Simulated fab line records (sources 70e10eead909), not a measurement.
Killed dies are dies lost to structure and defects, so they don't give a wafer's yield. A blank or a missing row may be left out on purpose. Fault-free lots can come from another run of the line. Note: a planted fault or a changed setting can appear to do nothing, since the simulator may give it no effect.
fab line records -- flow nandHarc
record: lots: 5, wafers: 15, lastDay: 23
route steps=1159 shown P_ZERO_WELL@68 P_STI@69
lots that met no fault: from a run of the same line without faults
startH: start of the lot's first displayed wafer, in hours after the record's first day -- waitH: hours from the lot's prior step to this one -- " repeats the value in the row above -- L1.1+2: one row covering several wafers at once -- - value missing, or start not given -- * or withheld: withheld -- < > ~ a bound
route shown NAME@n: a module of which the file shows steps, and the number in the route of the first -- usual: mean/standard deviation of fault-free wafers -- same: alike in all rows -- chamber/n: place in a boat -- sites: the reading at each site -- _std_site: how widely they spread, as a standard deviation -- _edge_site: the outer-site mean with the inner-site mean subtracted -- radiusMm: for every site, how far away it sits from the centre of the wafer -- mask NAME#n: copy n -- behind: the tool/chamber that last shaped the wafer -- hold: cause of the lot's hold/its duration in hours/its outcome -- device: transistor that didn't switch, given as n, p or np -- end of line: the same wafers' tests at the end of the route -- a step given without rows: its recipe and nothing more -- killed: dies lost to structure and defects at the first sort, not the wafer's yield -- map: a wafer's dies, marking killed ones x, the rest . and places with no die _
set.NAME: the setting that was run; set.NAME@STEP: the one run at that earlier step -- model.NAME: the simulator's own value behind a step, which no gauge read
a table for each step, a row for each wafer; lots at some steps of the route
services: a tool's chamber out of use, with start hour (startH, from the record's first day; less than 0 if before it), hours out, and reason
== steps ==
step: NHARC_P_ZERO_WELL_INSPECT_43
usual: rawDefectCount: 13/6
lot.wafer,tool,chamber,startH,waitH,rawDefectCount
L692.1,defectInspect-02,-,49.59,0.6,12
L692.2,defectInspect-02,-,49.59,0.6,11
L692.3,defectInspect-02,-,49.59,0.6,11
L701.2,defectInspect-02,-,103.55,0.5,16
L701.3,defectInspect-02,-,103.55,0.5,10
L701.6,defectInspect-02,-,103.55,0.5,14
L702.1,defectInspect-01,-,109.47,0.6,17
L702.2,defectInspect-01,-,109.47,0.6,7
L702.6,defectInspect-01,-,109.47,0.6,7
L704.2,defectInspect-02,-,121.58,0.5,27
L704.4,defectInspect-02,-,121.58,0.5,15
L704.5,defectInspect-02,-,121.58,0.5,21
L705.3,defectInspect-01,-,127.73,0.4,6
L705.4,defectInspect-01,-,127.73,0.4,11
L705.5,defectInspect-01,-,127.73,0.4,6
step: NHARC_P_STI_ETCH_26
recipe: targetDepthA: 110, chemistry: dHF, material: SiO2
step: NHARC_P_STI_PRECLEAN_27
recipe: timeS: *, tempC: 50, bathAgeMin: 0, chemistry: SC1
step: NHARC_P_STI_SRD_28
step: NHARC_P_STI_OXIDE_29
recipe: targetThkA: 100, tempC: 900, oxTimeS: 1362, material: SiO2
step: NHARC_P_STI_HM_DEP_30
recipe: targetThkA: 800, tempC: 790, pressureMtorr: 300, timeS: 873, material: Si3N4
step: NHARC_P_STI_DEHYDRATE_01
recipe: tempC: 150, timeS: 120
step: NHARC_P_STI_HMDS_02
recipe: timeS: 30
step: NHARC_P_STI_COAT_41
recipe: tempC: 200, timeS: 65
step: NHARC_P_STI_COAT_03
recipe: spinRpm: 2000, resistThkNm: 600
step: NHARC_P_STI_SOFTBAKE_04
recipe: tempC: 125, timeS: 70
step: NHARC_P_STI_EBR_05
step: NHARC_P_STI_EXPOSE_06
recipe: na: 0.55, targetCdNm: 200, doseMj: 37.69, maskId: P_STI
usual: stageVelMmS: 500.03/0.27
lot.wafer,tool,chamber,startH,waitH,mask,stageVelMmS
L692.1,krfScanner-03,0,65.37,-,P_STI_R1#0,499.97
L692.2,krfScanner-03,0,65.37,-,P_STI_R1#0,499.56
L692.3,krfScanner-03,0,65.37,-,P_STI_R1#0,499.64
L701.2,krfScanner-03,0,117.18,-,P_STI#0,500.06
L701.3,krfScanner-03,0,117.18,-,P_STI#0,500.15
L701.6,krfScanner-03,0,117.18,-,P_STI#0,499.98
L702.1,krfScanner-03,0,126.03,-,P_STI#0,499.99
L702.2,krfScanner-03,0,126.03,-,P_STI#0,500.19
L702.6,krfScanner-03,0,126.03,-,P_STI#0,500.25
L704.2,krfScanner-03,0,133.36,-,P_STI#0,500.10
L704.4,krfScanner-03,0,133.36,-,P_STI#0,499.76
L704.5,krfScanner-03,0,133.36,-,P_STI#0,499.84
L705.3,krfScanner-04,0,146.64,-,P_STI#0,500.41
L705.4,krfScanner-04,0,146.64,-,P_STI#0,500.05
L705.5,krfScanner-04,0,146.64,-,P_STI#0,499.87
step: NHARC_P_STI_PEB_07
recipe: pebTempC: 128, pebTimeS: 80
step: NHARC_P_STI_DEVELOP_08
recipe: timeS: 50, devTempC: 22
step: NHARC_P_STI_CD_MEAS_09
recipe: targetCdNm: 200, landingEnergyEv: 500
usual: cdNm: 198.5/2.8
same: landingEnergyEv: 500
lot.wafer,tool,chamber,startH,waitH,cdNm
L692.1,cdSem-03,0,65.53,-,203.5
L692.2,cdSem-03,0,65.53,-,202.2
L692.3,cdSem-03,0,65.53,-,200.2
L701.2,cdSem-03,0,117.33,-,200.9
L701.3,cdSem-03,0,117.33,-,199.7
L701.6,cdSem-03,0,117.33,-,198.0
L702.1,cdSem-01,0,126.18,-,196.0
L702.2,cdSem-01,0,126.18,-,199.3
L702.6,cdSem-01,0,126.18,-,198.0
L704.2,cdSem-01,0,133.51,-,200.7
L704.4,cdSem-01,0,133.51,-,198.0
L704.5,cdSem-01,0,133.51,-,194.1
L705.3,cdSem-03,0,146.79,-,199.0
L705.4,cdSem-03,0,146.79,-,196.8
L705.5,cdSem-03,0,146.79,-,198.2
step: NHARC_P_STI_OVL_MEAS_10
usual: overlayXNm: 1/5.8, overlayYNm: -1/5.1
lot.wafer,tool,chamber,startH,waitH,overlayXNm,overlayYNm
L692.1,overlay-02,-,65.62,-,-2,-7
L692.2,overlay-02,-,65.62,-,-2,-7
L692.3,overlay-02,-,65.62,-,-2,-7
L701.2,overlay-02,-,117.42,-,-2,-5
L701.3,overlay-02,-,117.42,-,-2,-6
L701.6,overlay-02,-,117.42,-,-2,-5
L702.1,overlay-01,-,126.27,-,10,-6
L702.2,overlay-01,-,126.27,-,11,-6
L702.6,overlay-01,-,126.27,-,11,-6
L704.2,overlay-02,-,133.60,-,-5,3
L704.4,overlay-02,-,133.60,-,-5,3
L704.5,overlay-02,-,133.60,-,-6,3
L705.3,overlay-01,-,146.87,-,-6,-2
L705.4,overlay-01,-,146.87,-,-5,-3
L705.5,overlay-01,-,146.87,-,-5,-2
step: NHARC_P_STI_INSPECT_11
usual: rawDefectCount: 6/3
lot.wafer,tool,chamber,startH,waitH,rawDefectCount
L692.1,defectInspect-01,-,65.65,0.0,5
L692.2,defectInspect-01,-,65.65,0.0,9
L692.3,defectInspect-01,-,65.65,0.0,7
L701.2,defectInspect-02,-,117.45,0.0,6
L701.3,defectInspect-02,-,117.45,0.0,5
L701.6,defectInspect-02,-,117.45,0.0,10
L702.1,defectInspect-01,-,126.31,0.0,1
L702.2,defectInspect-01,-,126.31,0.0,4
L702.6,defectInspect-01,-,126.31,0.0,3
L704.2,defectInspect-02,-,133.63,0.0,4
L704.4,defectInspect-02,-,133.63,0.0,11
L704.5,defectInspect-02,-,133.63,0.0,2
L705.3,defectInspect-02,-,146.91,0.0,8
L705.4,defectInspect-02,-,146.91,0.0,5
L705.5,defectInspect-02,-,146.91,0.0,4
step: NHARC_P_STI_HARDBAKE_13
recipe: tempC: 118, timeS: 65
step: NHARC_P_STI_DESCUM_14
recipe: timeS: 3, o2FlowSccm: 200, arFlowSccm: 0, biasPowerW: 0, chemistry: O2
usual: drypumpMotorCurrentA: 5.75/0.27, o2FlowSccm: 200.0/0.62, oesProductAu: 1.000/0.017, rfVppV: 57.9/0.86, showerheadPlenumPTorr: 1.93/0.059, throttleValvePct: 11.311/0.0097
lot.wafer,tool,chamber,startH,waitH,drypumpMotorCurrentA,o2FlowSccm,oesProductAu,rfHoursCounterH,rfVppV,showerheadPlenumPTorr,throttleValvePct,model.P_STI.cdNm
L692.2,rieDiel-10,0,65.79,-,5.26,200.2,1.008,1.6,58.2,2.00,11.324,202.1
L692.1,rieDiel-10,2,65.79,-,6.07,199.1,1.011,1.4,57.1,1.85,11.317,202.5
L692.3,rieDiel-10,3,65.79,-,6.01,199.8,0.982,0.4,57.5,1.92,11.309,201
L701.2,rieDiel-01,3,117.60,-,5.83,201.3,0.980,8.3,56.7,1.90,11.326,202.5
L701.3,rieDiel-01,0,117.60,-,5.66,200.9,0.999,7.5,58.4,2.00,11.330,200.1
L701.6,rieDiel-01,1,117.60,-,5.83,199.6,0.996,-,56.5,1.88,11.311,196.8
L702.1,rieDiel-01,1,126.45,-,5.86,200.0,0.996,7.4,56.9,1.88,11.314,195
L702.2,rieDiel-01,3,126.45,-,5.78,199.2,0.995,8.6,59.9,1.90,11.321,200.3
L702.6,rieDiel-01,1,126.45,-,5.84,200.5,0.989,-,58.2,1.88,11.310,197.3
L704.2,rieDiel-11,3,133.77,-,6.20,200.0,1.018,4.2,58.6,2.04,11.317,201.1
L704.4,rieDiel-11,0,133.77,-,5.64,200.7,0.968,4.0,59.0,1.97,11.310,197.4
L704.5,rieDiel-11,3,133.77,-,6.18,200.3,1.009,-,58.4,2.04,11.311,194.3
L705.4,rieDiel-01,2,147.05,-,5.89,200.6,1.017,0,57.9,1.89,11.301,196.2
L705.3,rieDiel-01,0,147.05,-,5.65,199.7,1.028,0,56.9,2.00,11.310,200.9
L705.5,rieDiel-01,2,147.05,-,5.90,200.1,1.013,-,58.1,1.89,11.314,197.6
step: NHARC_P_STI_ETCH_42
recipe: targetDepthA: 800, overetchA: 240, timeS: 61, ionEnergyEv: 200, n2FlowSccm: 150, h2FlowSccm: 150, arFlowSccm: 0, rfW: 400, biasW: 150, chemistry: N2/H2
usual: drypumpMotorCurrentA: 5.76/0.26, n2FlowSccm: 149.9/0.44, oesProductAu: 0.998/0.017, rfVppV: 431.0/1.9, showerheadPlenumPTorr: 2.06/0.065, throttleValvePct: 14.171/0.0091
lot.wafer,tool,chamber,startH,waitH,drypumpMotorCurrentA,n2FlowSccm,oesProductAu,rfHoursCounterH,rfVppV,showerheadPlenumPTorr,throttleValvePct
L692.3,rieDiel-10,2,65.88,0.1,6.09,149.8,0.999,1.5,429.2,1.97,14.176
L692.2,rieDiel-10,3,65.88,0.1,6.02,151.0,0.983,0.4,428.9,2.05,14.165
L692.1,rieDiel-10,1,65.88,0.1,5.75,150.2,0.970,1.5,431.6,2.04,14.173
L701.3,rieDiel-01,2,117.68,0.1,5.89,150.2,1.030,8.3,430.4,2.02,14.177
L701.2,rieDiel-01,3,117.68,0.1,5.79,149.8,0.975,8.3,430.3,2.03,14.170
L701.6,rieDiel-01,1,117.68,0.1,5.83,149.8,0.987,-,430.0,2.00,14.186
L702.2,rieDiel-01,2,126.53,0.1,5.90,149.2,1.021,8.5,430.2,2.02,14.175
L702.1,rieDiel-01,3,126.53,0.1,5.79,149.9,0.992,8.6,430.4,2.03,14.188
L702.6,rieDiel-01,2,126.53,0.1,5.88,149.4,1.026,-,429.9,2.02,14.163
L704.2,rieDiel-11,3,133.85,0.1,6.18,149.7,1.002,4.2,433.2,2.18,14.166
L704.4,rieDiel-11,2,133.85,0.1,5.75,150.0,0.979,4.0,428.9,1.97,14.168
L704.5,rieDiel-11,0,133.85,0.1,5.63,149.5,0.966,-,432.6,2.11,14.180
L705.4,rieDiel-01,0,147.13,0.1,5.66,149.7,1.021,0.0,434.8,2.14,14.174
L705.3,rieDiel-01,2,147.13,0.1,5.89,150.3,1.001,0.0,430.1,2.02,14.162
L705.5,rieDiel-01,0,147.13,0.1,5.66,150.4,1.021,-,433.5,2.14,14.167
step: NHARC_P_STI_ETCH_31
recipe: targetDepthA: 1089, timeS: 54.5, cf4FlowSccm: 100, chf3FlowSccm: 30, arFlowSccm: 0, rfW: 500, biasW: 200, chemistry: CF4/CHF3
usual: cf4FlowSccm: 100.0/0.31, chf3FlowSccm: 30.01/0.089, drypumpMotorCurrentA: 5.76/0.26, oesProductAu: 0.963/0.019, rfVppV: 370.9/1.8, showerheadPlenumPTorr: 1.59/0.047, throttleValvePct: 16.804/0.0086
lot.wafer,tool,chamber,startH,waitH,cf4FlowSccm,chf3FlowSccm,drypumpMotorCurrentA,oesProductAu,rfHoursCounterH,rfVppV,showerheadPlenumPTorr,throttleValvePct
L692.1,rieDiel-10,2,-,-,100.2,30.07,6.11,0.976,1.5,368.4,1.52,16.814
L692.2,rieDiel-10,3,-,-,100.4,29.93,6.04,0.929,0.4,371.1,1.58,16.803
L692.3,rieDiel-10,1,-,-,100.0,30.02,5.76,0.937,1.5,370.5,1.57,16.807
L701.3,rieDiel-01,3,-,-,100.1,30.13,5.80,0.932,8.3,369.8,1.56,16.802
L701.2,rieDiel-01,1,-,-,99.9,30.04,5.80,0.937,7.2,369.9,1.55,16.803
L701.6,rieDiel-01,3,-,-,99.9,30.12,5.78,0.926,-,371.6,1.56,16.815
L702.1,rieDiel-01,2,-,-,100.8,30.12,5.87,1.011,8.6,370.9,1.56,16.791
L702.2,rieDiel-01,3,-,-,100.1,29.90,5.78,0.970,8.7,370.0,1.56,16.799
L702.6,rieDiel-01,3,-,-,99.9,29.82,5.77,0.980,-,370.8,1.56,16.799
L704.4,rieDiel-11,0,-,-,100.0,30.05,5.65,0.959,4.0,371.7,1.62,16.807
L704.2,rieDiel-11,2,-,-,99.7,30.00,5.75,0.955,4.0,368.9,1.52,16.820
L704.5,rieDiel-11,3,-,-,100.4,30.07,6.15,0.977,-,374.1,1.67,16.798
L705.4,rieDiel-01,1,-,-,100.2,30.19,5.85,0.966,0.0,368.7,1.55,16.826
L705.3,rieDiel-01,2,-,-,100.0,29.99,5.89,0.971,0.0,368.7,1.56,16.797
L705.5,rieDiel-01,1,-,-,99.8,30.06,5.82,0.961,-,370.3,1.55,16.785
step: NHARC_P_STI_ETCH_15
recipe: targetDepthA: 3000, taperDeg: 4, timeS: 100.1, hbrFlowSccm: 150, cl2FlowSccm: 50, rfW: 400, icpW: 400, biasW: 100, chemistry: HBr/Cl2
usual: drypumpMotorCurrentA: 5.9/0.48, heBacksideLeakSccm: 2.68/0.24, oesProductAu: 0.991/0.011, throttleValvePct: 26.407/0.0094
lot.wafer,tool,chamber,startH,waitH,drypumpMotorCurrentA,heBacksideLeakSccm,oesProductAu,rfHoursCounterH,throttleValvePct,model.P_STI.cdNm
L692.1,rieSi-04,2,66.10,-,6.2,3.17,1.007,1.0,26.415,203
L692.3,rieSi-04,3,66.10,-,6.0,3.11,0.992,0.9,26.397,199.9
L692.2,rieSi-04,0,66.10,-,5.6,2.64,0.986,1.0,26.404,202.6
L701.3,rieSi-03,2,117.87,-,5.8,2.44,0.960,0.9,26.418,197.7
L701.2,rieSi-03,3,117.87,-,5.0,2.62,1.009,0.9,26.414,202
L701.6,rieSi-03,3,117.87,-,5.0,2.69,0.999,-,26.431,196.4
L702.2,rieSi-03,1,126.72,-,6.3,2.36,0.986,0.9,26.406,198.6
L702.1,rieSi-03,0,126.72,-,6.8,3.02,1.006,0.9,26.411,195.2
L702.6,rieSi-03,1,126.72,-,6.3,2.29,0.990,-,26.404,195.1
L704.4,rieSi-03,1,134.05,-,6.3,2.48,0.983,1.0,26.401,196.4
L704.2,rieSi-03,3,134.05,-,5.0,2.44,1.012,1.1,26.404,200.1
L704.5,rieSi-03,1,134.05,-,6.3,2.40,0.979,-,26.408,194.8
L705.4,rieSi-05,2,147.34,-,5.8,3.01,0.974,0.5,26.393,193.9
L705.3,rieSi-05,3,147.34,-,5.2,2.58,0.972,0.5,26.420,200.3
L705.5,rieSi-05,1,147.34,-,6.3,2.55,0.991,-,26.408,195.2
step: NHARC_P_STI_CD_MEAS_16
usual: cdNm: 198/3.1
lot.wafer,tool,chamber,startH,waitH,cdNm
L692.1,cdSem-01,-,66.24,-,203
L692.2,cdSem-01,-,66.24,-,203
L692.3,cdSem-01,-,66.24,-,200
L701.2,cdSem-03,-,118.04,-,202
L701.3,cdSem-03,-,118.04,-,198
L701.6,cdSem-03,-,118.04,-,196
L702.1,cdSem-03,-,126.88,-,195
L702.2,cdSem-03,-,126.88,-,199
L702.6,cdSem-03,-,126.88,-,195
L704.2,cdSem-03,-,134.20,-,200
L704.4,cdSem-03,-,134.20,-,196
L704.5,cdSem-03,-,134.20,-,194
L705.3,cdSem-02,-,147.49,-,200
L705.4,cdSem-02,-,147.49,-,194
L705.5,cdSem-02,-,147.49,-,195
== services ==
tool,chamber,startH,hours,kind
rieDiel-01,0,43.30,-,clean
rieDiel-01,1,43.30,-,clean
rieDiel-01,2,43.30,-,clean
rieDiel-01,3,43.30,-,clean
rieSi-04,1,50.66,2.4,repair
rieSi-05,-,62.04,9.0,pm
rieDiel-01,0,67.80,-,clean
rieDiel-01,1,67.80,-,clean
rieDiel-01,2,67.80,-,clean
rieDiel-01,3,67.80,-,clean
krfScanner-03,-,89.87,0.4,repair
rieDiel-01,0,92.34,-,clean
rieDiel-01,1,92.34,-,clean
rieDiel-01,2,92.34,-,clean
rieDiel-01,3,92.34,-,clean
rieDiel-10,-,98.58,0.3,repair
rieDiel-01,0,98.74,1.6,repair
rieSi-04,-,99.00,9.0,pm
rieDiel-10,0,110.45,6.6,repair
rieDiel-01,0,116.84,-,clean
rieDiel-10,0,120.15,7.5,repair
krfScanner-04,-,126.00,4.0,pm
rieDiel-01,-,137.80,9.0,pm
rieSi-04,-,146.34,0.8,repair
== key ==
firstSign: step: NHARC_P_STI_EXPOSE_06, reading: mask, direction: changed
effect none on later readings
modelEffect: step: NHARC_P_STI_DESCUM_14, value: P_STI.cdNm, without: 196.6, struck: 201.9
modelEffect: step: NHARC_P_STI_ETCH_15, value: P_STI.cdNm, without: 196.6, struck: 201.8
metAt NHARC_P_STI_EXPOSE_06
struckWafers L692.1,L692.2,L692.3
testerLeftOut L692
fault: kind: wrongMask, tool: any, chamber: -, onsetH: 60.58, steps: NHARC_P_STI_EXPOSE_06, auxCopy: P_STI_R1#0, cdOffsetNm: 5.2371, scope: struckLotsOnly
testerLeftOut: of these lots the tester's yield and bins aren't shown, on N5 and GAA mostly nor the transistor test; their killed dies are dies lost to structure and defects alone, not to doping, threshold or leakage, so they don't give the yield
